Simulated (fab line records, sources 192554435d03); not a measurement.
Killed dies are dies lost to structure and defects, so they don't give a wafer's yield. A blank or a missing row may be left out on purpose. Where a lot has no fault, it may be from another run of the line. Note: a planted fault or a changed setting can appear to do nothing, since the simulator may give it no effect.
Problem report in the 8D (eight disciplines) form, filled by code    flow n5Finfet    the parts of the form that need people (team, actions taken, sign-off) are left out

1. THE PROBLEM
A mean of 158 is read at N5_PASSIVATION_PROBE_49 for killedAtFrontEnd, taken on 1 wafer of 1 lot, against 39 (standard deviation 12) on wafers free of any fault. Measured from the usual mean, that is +9.9 standard deviations.
The first sign was on wafer L884.4 at day 16 08:56, on prober-01. The record holds 3 wafers of 1 lot with a number at this step. The rule behind "out" and "out of limits": a value lying over 4 standard deviations away from the usual mean. The rest of the wafers with a number are treated as sound.

2. WHAT THIS IS AND IS NOT
question                     is                                                                                              is not
which readings at this step  killedAtFrontEnd, defectLimitedYield, killedDies, sort_bin_5_function, sortNPass, sortYieldPct  killed_at_M0_to_M3, killed_at_M4_up, killedAtContacts, killedAtOther, killedOpen, killedShort, sort_bin_6_memory
which lots                   L884                                                                                            -
which wafers of those lots   L884.4                                                                                          L884.5, L884.6
read on which tools          prober-01                                                                                       -
when                         from day 16 08:56                                                                               up to then (0 sound wafers); but 2 sound wafers of L884 came after

3. WHAT RULES OUT EACH SUSPECT
Counting: any tool at a process step up to the reading remains a suspect provided it ran every lot that is out. Sound lots after the first of them don't rule it out here, since some wafers of a struck lot are sound.
- wetBench-03 at N5_HKMG_FIN_WET_ETCH_73 (etches the open film in SC1, time 42.3 s, target depth 1.3 nm, rinse time 30 s): kept. It ran the lot that is out, L884 (day 7 01:37).
- rieDiel-05 at N5_PASSIVATION_DESCUM_32 (chemistry O2, time 7.9 s): kept. It ran the lot that is out, L884 (day 16 03:43).
- rieDiel-01 at N5_PASSIVATION_ETCH_54 (etches SiO2 in CHF3/O2, target depth 880 nm, time 440 s): kept. It ran the lot that is out, L884 (day 16 05:58).
- prober-01 at N5_PASSIVATION_PROBE_49: kept. It ran the lot that is out, L884 (day 16 08:56). On those wafers its own readings are out: defectLimitedYield, killedAtFrontEnd, killedDies, sort_bin_5_function, sortNPass, sortYieldPct.
- In wetBench-03 at N5_HKMG_FIN_WET_ETCH_73, the wafers that are out were processed in chamber 4 and their sound lot-mates in chambers 0, 3.
- In rieDiel-05 at N5_PASSIVATION_DESCUM_32, the wafers that are out were processed in chamber 0 and their sound lot-mates in chambers 1, 2.
- In rieDiel-01 at N5_PASSIVATION_ETCH_54, the wafers that are out were processed in chamber 3 and their sound lot-mates in chambers 1, 2.
Left after counting: wetBench-03 at N5_HKMG_FIN_WET_ETCH_73, rieDiel-05 at N5_PASSIVATION_DESCUM_32, rieDiel-01 at N5_PASSIVATION_ETCH_54, prober-01 at N5_PASSIVATION_PROBE_49.

4. THE CAUSE (what the simulator had put in)
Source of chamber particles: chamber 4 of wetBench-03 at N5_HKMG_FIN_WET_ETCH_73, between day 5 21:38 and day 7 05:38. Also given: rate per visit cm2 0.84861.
This tool is one of the 4 suspects left after counting.

5. THE CHAIN OF EFFECTS, in route order
Each row: a reading where the mean over the struck wafers with a number is more than 3 standard deviations away from the usual. Scope: only readings with a usual standard deviation given in the record; hours: median across lots of the time from each lot's start at the first step in this table that gives one to its start at this step; sigmas: change in usual standard deviations.
hours  step                     reading              usual   on struck wafers  change  sigmas
0      N5_PASSIVATION_PROBE_49  defectLimitedYield   91.3 %  82.1              -9.2    -6.6
0      N5_PASSIVATION_PROBE_49  killedAtFrontEnd     39      158               +119    +9.9
0      N5_PASSIVATION_PROBE_49  killedDies           102     211               +109    +6.4
0      N5_PASSIVATION_PROBE_49  sort_bin_5_function  5.1 %   11.5              +6.4    +6.4
0      N5_PASSIVATION_PROBE_49  sortNPass            1078    969               -109    -6.4
0      N5_PASSIVATION_PROBE_49  sortYieldPct         91.3 %  82.1              -9.2    -6.6
Process steps it contains:
- N5_PASSIVATION_PROBE_49

6. WHAT WOULD HAVE CAUGHT IT SOONER
First out-of-limits reading in this record: day 16 08:56, which is 251 hours after fault onset at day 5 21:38.
Tool readings at N5_HKMG_FIN_WET_ETCH_73 with a usual standard deviation given in the record: none out on any struck wafer, hence no alarm at a limit of 4 standard deviations on them.
Each of the lots that are out, 1 in all, had begun N5_HKMG_FIN_WET_ETCH_73 on wetBench-03 no later than day 16 08:56. Had the tool been put on hold then, not one of them would have been saved.
